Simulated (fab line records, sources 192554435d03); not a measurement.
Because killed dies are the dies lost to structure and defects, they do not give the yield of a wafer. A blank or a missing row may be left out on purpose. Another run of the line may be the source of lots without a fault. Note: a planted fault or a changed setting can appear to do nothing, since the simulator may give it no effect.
One fault through the eyes of 2 desks + flow n5Finfet + only its own numbers are on each desk; what lay behind them is given at the end

## FOR THE TOOL OWNER'S DESK: rieMetal-03
The tool's own readings at N5_GATE_CUT_VAPOR_ETCH_60 (etches HfO2 in BCl3/Cl2): means of the sampled wafers that have a number, for each lot that ran on this tool. Any lot whose mean is over 4 standard deviations away from the usual mean is out of limits and marked OUT; that distance is given in the brackets.
Columns: A = drypumpMotorCurrentA at N5_GATE_CUT_VAPOR_ETCH_60, usual 5.9 A; B = oesProductAu at N5_GATE_CUT_VAPOR_ETCH_60, usual 0.82 a.u.
| lot  | first seen here | A   | B               |
|------|-----------------|-----|-----------------|
| L791 | day 6 11:23     | 5.7 | 1.23 (+4.1) OUT |
| L792 | day 6 17:54     | 6.7 | 0.83            |
| L794 | day 7 07:06     | 5.7 | 0.93            |
This desk finds L791 out of limits, L791 being first, at day 6 11:23 (oesProductAu at N5_GATE_CUT_VAPOR_ETCH_60). L792, L794 stayed within limits.

## METROLOGY DESK
What the gauges read for every lot (on any tool): the sampled wafers with a number, averaged. Any lot whose mean is over 4 standard deviations away from the usual mean is out of limits and marked OUT; that distance is given in the brackets. Of its 10 readings 7 are shown: those that lie furthest out on some lot.
Columns: A = DIBL_N at N5_BEOL_M4_RC_MEAS_101, usual 36.0 mV/V; B = DIBL_P at N5_BEOL_M4_RC_MEAS_101, usual 35.6 mV/V; C = ION_N at N5_BEOL_M4_RC_MEAS_101, usual 668 uA/um; D = ION_P at N5_BEOL_M4_RC_MEAS_101, usual 455 uA/um; E = SS_N at N5_BEOL_M4_RC_MEAS_101, usual 71.5 mV/dec; F = VT_N at N5_BEOL_M4_RC_MEAS_101, usual 251 mV; G = VT_P at N5_BEOL_M4_RC_MEAS_101, usual -253 mV
| lot  | first seen here | A    | B    | C   | D   | E    | F   | G    |
|------|-----------------|------|------|-----|-----|------|-----|------|
| L783 | day 8 22:11     | 36.5 | 35.4 | 670 | 459 | 70.6 | 250 | -250 |
| L791 | day 11 08:28    | 32.9 | 32.8 | 665 | 458 | 71.4 | 254 | -254 |
| L792 | day 12 13:50    | 32.5 | 33.3 | 651 | 450 | 71.5 | 256 | -252 |
| L794 | day 13 04:31    | 33.0 | 31.3 | 653 | 451 | 70.8 | 254 | -258 |
| L797 | day 13 09:55    | 36.9 | 36.4 | 672 | 461 | 70.8 | 250 | -250 |
| L798 | day 13 17:46    | 36.3 | 37.6 | 667 | 454 | 71.8 | 249 | -256 |
| L801 | day 14 01:58    | 38.9 | 38.4 | 682 | 462 | 72.0 | 249 | -252 |
| L803 | day 14 10:26    | 35.6 | 35.0 | 665 | 454 | 71.9 | 254 | -253 |
| L800 | day 14 10:49    | 37.9 | 36.1 | 675 | 461 | 71.4 | 248 | -251 |
| L805 | day 14 21:43    | 34.1 | 35.4 | 664 | 445 | 71.4 | 255 | -261 |
| L806 | day 16 01:31    | 35.4 | 34.6 | 669 | 460 | 71.2 | 251 | -250 |
Result from this desk: across the 11 lots, nothing is out of limits.

## PUT TOGETHER
The tool owner's desk could have raised an alarm at day 6 11:23, on L791.
At the metrology desk, nothing out of limits was observed.
The metrology desk has L791 on record, within its limits.
Every lot named ran N5_GATE_CUT_VAPOR_ETCH_60 on rieMetal-03.

## WHAT HAD BEEN PUT IN BY THE SIMULATOR
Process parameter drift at N5_GATE_CUT_VAPOR_ETCH_60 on rieMetal-03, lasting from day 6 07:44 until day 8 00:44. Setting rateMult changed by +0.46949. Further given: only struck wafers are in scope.
Shown lots that were struck: L791.
Hours from the fault's start to each desk's first reading out of limits: the tool owner's desk, 4.
